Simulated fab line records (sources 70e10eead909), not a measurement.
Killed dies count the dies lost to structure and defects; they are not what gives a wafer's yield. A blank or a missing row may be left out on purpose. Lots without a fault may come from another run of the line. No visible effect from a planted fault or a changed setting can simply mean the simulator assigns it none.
Matching of chambers    flow nand-harc    NHARC_A_CHANNEL_FILL_D1_ALD_25 on ald-hk-02: 4 sister chambers
The step deposits SiOx, target thk 60 nm, pulse time 10 s, ald cycles 600. 8 wafers are shown with their chamber, then 8 later ones without.

WAFERS, EACH WITH ITS CHAMBER
wafer   chamber  heater-power-w (W)  precursor-pulse-height-rel
L410.5  0        439                 1.002
L411.1  0        427                 1.008
L417.1  1        357                 0.988
L417.5  3        465                 0.983
L418.1  2        469                 1.010
L418.4  3        475                 0.962
L418.6  1        330                 1.023
L420.1  2        474                 0.994

WAFERS WHOSE CHAMBER IS MISSING
wafer   heater-power-w (W)  precursor-pulse-height-rel
L420.4  320                 1.012
L420.5  479                 0.992
L422.2  420                 1.029
L422.4  473                 0.999
L422.6  472                 0.987
L427.1  335                 0.990
L427.3  479                 1.032
L427.5  421                 1.001

THE CHAMBER EACH PASSED THROUGH
wafer   from the rows above      in truth
L420.4  1                        1
L420.5  can't be placed: 2 or 3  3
L422.2  0                        0
L422.4  can't be placed: 2 or 3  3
L422.6  can't be placed: 3 or 2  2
L427.1  1                        1
L427.3  can't be placed: 2 or 3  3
L427.5  0                        0
4 of 8 placed correctly. These rows do not allow placing 4 (true chamber among the candidates in 4). Placed wrongly: 0.
How it was worked out, from the rows above alone: a wafer's distance from a chamber is the root of the sum, over the readings, of the square of ((its reading less the chamber's mean) divided by the reading's scatter). The wafer belongs to the nearest chamber; if the next one is less than 2 further off, it can't be placed. Each chamber's mean is taken over the wafers shown for it. The scatter: the root of (the sum of the squares of (reading less its chamber's mean) over the shown wafers, divided by (wafers less chambers)).
